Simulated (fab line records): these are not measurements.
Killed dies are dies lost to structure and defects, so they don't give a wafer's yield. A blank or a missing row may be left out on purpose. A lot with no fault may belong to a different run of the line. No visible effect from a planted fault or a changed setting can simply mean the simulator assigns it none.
Check for tools in common || flow nand harc || Sampled: 12 lots, 36 wafers

THE REASON FOR OPENING IT
On 1 of the 12 lots, a flag is raised at NHARC_P_GATE_CD_MEAS_91 on the reading cd nm. No-fault wafers: 1998.5 nm, standard deviation 1.7.
Rule: a lot gets a flag if all its wafers with a number sit over 4 standard deviations from that mean, or if no wafer of it has a number. The other lots count as sound.

{"lot": "L632", "measured": "day 6 05:52", "on": "cd sem-03", "cd nm (nm), wafer by wafer": "1999.3 2000.9 1999.3", "flag": ""}
{"lot": "L631", "measured": "day 6 06:44", "on": "cd sem-02", "cd nm (nm), wafer by wafer": "1997.6 1999.3 1997.4", "flag": ""}
{"lot": "L633", "measured": "day 6 18:42", "on": "cd sem-01", "cd nm (nm), wafer by wafer": "2025.4 2026.2 2026.0", "flag": "FLAGGED"}
{"lot": "L634", "measured": "day 7 07:40", "on": "cd sem-01", "cd nm (nm), wafer by wafer": "1998.9 2001.1 2000.4", "flag": ""}
{"lot": "L637", "measured": "day 8 17:53", "on": "cd sem-01", "cd nm (nm), wafer by wafer": "1998.5 1999.3 1996.9", "flag": ""}
{"lot": "L643", "measured": "day 10 22:33", "on": "cd sem-02", "cd nm (nm), wafer by wafer": "1999.2 1997.8 1997.4", "flag": ""}
{"lot": "L644", "measured": "day 11 15:43", "on": "cd sem-02", "cd nm (nm), wafer by wafer": "2000.1 1999.0 1997.9", "flag": ""}
{"lot": "L646", "measured": "day 12 09:40", "on": "cd sem-01", "cd nm (nm), wafer by wafer": "1998.1 1997.5 1998.0", "flag": ""}
{"lot": "L649", "measured": "day 13 17:56", "on": "cd sem-01", "cd nm (nm), wafer by wafer": "1998.2 1998.1 1998.4", "flag": ""}
{"lot": "L650", "measured": "day 13 23:10", "on": "cd sem-01", "cd nm (nm), wafer by wafer": "1995.1 1998.2 1996.3", "flag": ""}
{"lot": "L651", "measured": "day 14 11:15", "on": "cd sem-03", "cd nm (nm), wafer by wafer": "2000.4 2000.1 2002.2", "flag": ""}
{"lot": "L653", "measured": "day 15 11:53", "on": "cd sem-01", "cd nm (nm), wafer by wafer": "1996.9 1998.6 1996.8", "flag": ""}
On average the flagged lots' numbers are 2025.9 nm, which is +27.4 nm against the usual, or +16 standard deviations.

TOOL THAT RAN EACH LOT
Before the reading, the record contains 3 process steps out of a 1302-step route. Cell contents, in order: the tool; ch with the chambers the sampled wafers went through; the start.
{"lot": "L632", "flag": "", "NHARC_P_GATE_STRIP_101": "rie diel-10 ch 0,1,2, day 6 01:42", "NHARC_P_GATE_STRIP_76": "plasma asher-01 ch 0,1, day 6 04:56", "NHARC_P_GATE_EXPOSE_88": "krf scanner-02 ch 0, day 6 05:43"}
{"lot": "L631", "flag": "", "NHARC_P_GATE_STRIP_101": "rie diel-05 ch 2,3, day 6 02:25", "NHARC_P_GATE_STRIP_76": "plasma asher-01 ch 0,1, day 6 05:47", "NHARC_P_GATE_EXPOSE_88": "krf scanner-01 ch 0, day 6 06:34"}
{"lot": "L633", "flag": "FLAGGED", "NHARC_P_GATE_STRIP_101": "rie diel-08 ch 0,1,3, day 6 14:25", "NHARC_P_GATE_STRIP_76": "plasma asher-02 ch 0,1, day 6 17:46", "NHARC_P_GATE_EXPOSE_88": "krf scanner-02 ch 0, day 6 18:32"}
{"lot": "L634", "flag": "", "NHARC_P_GATE_STRIP_101": "rie diel-05 ch 1,2, day 7 03:22", "NHARC_P_GATE_STRIP_76": "plasma asher-02 ch 0,1, day 7 06:44", "NHARC_P_GATE_EXPOSE_88": "krf scanner-01 ch 0, day 7 07:30"}
{"lot": "L637", "flag": "", "NHARC_P_GATE_STRIP_101": "rie diel-08 ch 1,2,3, day 8 13:31", "NHARC_P_GATE_STRIP_76": "plasma asher-02 ch 0,1, day 8 16:59", "NHARC_P_GATE_EXPOSE_88": "krf scanner-01 ch 0, day 8 17:44"}
{"lot": "L643", "flag": "", "NHARC_P_GATE_STRIP_101": "rie diel-08 ch 1,2, day 10 18:10", "NHARC_P_GATE_STRIP_76": "plasma asher-01 ch 0,1, day 10 21:40", "NHARC_P_GATE_EXPOSE_88": "krf scanner-01 ch 0, day 10 22:24"}
{"lot": "L644", "flag": "", "NHARC_P_GATE_STRIP_101": "rie diel-08 ch 0,1,3, day 11 11:13", "NHARC_P_GATE_STRIP_76": "plasma asher-01 ch 0,1, day 11 14:47", "NHARC_P_GATE_EXPOSE_88": "krf scanner-02 ch 0, day 11 15:33"}
{"lot": "L646", "flag": "", "NHARC_P_GATE_STRIP_101": "rie diel-08 ch 1,2,3, day 12 05:23", "NHARC_P_GATE_STRIP_76": "plasma asher-01 ch 0,1, day 12 08:46", "NHARC_P_GATE_EXPOSE_88": "krf scanner-01 ch 0, day 12 09:31"}
{"lot": "L649", "flag": "", "NHARC_P_GATE_STRIP_101": "rie diel-05 ch 0,1,2, day 13 13:43", "NHARC_P_GATE_STRIP_76": "plasma asher-02 ch 0,1, day 13 17:00", "NHARC_P_GATE_EXPOSE_88": "krf scanner-03 ch 0, day 13 17:46"}
{"lot": "L650", "flag": "", "NHARC_P_GATE_STRIP_101": "rie diel-05 ch 0,1,2, day 13 18:46", "NHARC_P_GATE_STRIP_76": "plasma asher-01 ch 0,1, day 13 22:14", "NHARC_P_GATE_EXPOSE_88": "krf scanner-01 ch 0, day 13 22:59"}
{"lot": "L651", "flag": "", "NHARC_P_GATE_STRIP_101": "rie diel-05 ch 0,1,2, day 14 06:52", "NHARC_P_GATE_STRIP_76": "plasma asher-01 ch 0,1, day 14 10:20", "NHARC_P_GATE_EXPOSE_88": "krf scanner-03 ch 0, day 14 11:06"}
{"lot": "L653", "flag": "", "NHARC_P_GATE_STRIP_101": "rie diel-05 ch 0,1,3, day 15 07:20", "NHARC_P_GATE_STRIP_76": "plasma asher-02 ch 0,1, day 15 10:59", "NHARC_P_GATE_EXPOSE_88": "krf scanner-02 ch 0, day 15 11:44"}
What the steps here do:
- NHARC_P_GATE_STRIP_101: strips in O2, time 20 s.
- NHARC_P_GATE_STRIP_76: strips in O2.
- NHARC_P_GATE_EXPOSE_88: exposes mask P HVN, target cd 2000 nm.
- NHARC_P_GATE_CD_MEAS_91: target cd 2000 nm.

FLAGGED AGAINST TOTAL, ONE TOOL AT A TIME (gauges that did the reading follow at the end)
{"step": "NHARC_P_GATE_STRIP_101", "tool": "rie diel-05", "lots run": 6, "flagged": 0, "share of the flagged lots": "none", "sound lots run after its first flagged lot": "-"}
{"step": "NHARC_P_GATE_STRIP_101", "tool": "rie diel-08", "lots run": 5, "flagged": 1, "share of the flagged lots": "all", "sound lots run after its first flagged lot": "4 (L637,L643,L644,L646)"}
{"step": "NHARC_P_GATE_STRIP_101", "tool": "rie diel-10", "lots run": 1, "flagged": 0, "share of the flagged lots": "none", "sound lots run after its first flagged lot": "-"}
{"step": "NHARC_P_GATE_STRIP_76", "tool": "plasma asher-01", "lots run": 7, "flagged": 0, "share of the flagged lots": "none", "sound lots run after its first flagged lot": "-"}
{"step": "NHARC_P_GATE_STRIP_76", "tool": "plasma asher-02", "lots run": 5, "flagged": 1, "share of the flagged lots": "all", "sound lots run after its first flagged lot": "4 (L634,L637,L649,L653)"}
{"step": "NHARC_P_GATE_EXPOSE_88", "tool": "krf scanner-01", "lots run": 6, "flagged": 0, "share of the flagged lots": "none", "sound lots run after its first flagged lot": "-"}
{"step": "NHARC_P_GATE_EXPOSE_88", "tool": "krf scanner-02", "lots run": 4, "flagged": 1, "share of the flagged lots": "all", "sound lots run after its first flagged lot": "2 (L644,L653)"}
{"step": "NHARC_P_GATE_EXPOSE_88", "tool": "krf scanner-03", "lots run": 2, "flagged": 0, "share of the flagged lots": "none", "sound lots run after its first flagged lot": "-"}
{"step": "NHARC_P_GATE_CD_MEAS_91", "tool": "cd sem-01", "lots run": 7, "flagged": 1, "share of the flagged lots": "all", "sound lots run after its first flagged lot": "6 (L634,L637,L646,L649,L650,L653)"}
{"step": "NHARC_P_GATE_CD_MEAS_91", "tool": "cd sem-02", "lots run": 3, "flagged": 0, "share of the flagged lots": "none", "sound lots run after its first flagged lot": "-"}
{"step": "NHARC_P_GATE_CD_MEAS_91", "tool": "cd sem-03", "lots run": 2, "flagged": 0, "share of the flagged lots": "none", "sound lots run after its first flagged lot": "-"}

THE TABLE: WHAT IT ALLOWS
4 rows of the table ran every flagged lot: rie diel-08 at NHARC_P_GATE_STRIP_101, plasma asher-02 at NHARC_P_GATE_STRIP_76, krf scanner-02 at NHARC_P_GATE_EXPOSE_88, cd sem-01 at NHARC_P_GATE_CD_MEAS_91.
- rie diel-08 at NHARC_P_GATE_STRIP_101: 1 of its 5 lots flagged. Lots that were sound ran on it after the first flagged one (L637, L643, L644, L646); a persistent fault on the entire tool would not allow that.
- plasma asher-02 at NHARC_P_GATE_STRIP_76: 1 of its 5 lots flagged. Lots that were sound ran on it after the first flagged one (L634, L637, L649, L653); a persistent fault on the entire tool would not allow that.
- krf scanner-02 at NHARC_P_GATE_EXPOSE_88: 1 of its 4 lots flagged. Lots that were sound ran on it after the first flagged one (L644, L653); a persistent fault on the entire tool would not allow that.
- cd sem-01 at NHARC_P_GATE_CD_MEAS_91: 1 of its 7 lots flagged. Lots that were sound ran on it after the first flagged one (L634, L637, L646, L649, L650, L653); a persistent fault on the entire tool would not allow that.
There is no row in the table that ran each flagged lot and no sound lot after the first.

WHAT THE SIMULATOR HAD INSERTED
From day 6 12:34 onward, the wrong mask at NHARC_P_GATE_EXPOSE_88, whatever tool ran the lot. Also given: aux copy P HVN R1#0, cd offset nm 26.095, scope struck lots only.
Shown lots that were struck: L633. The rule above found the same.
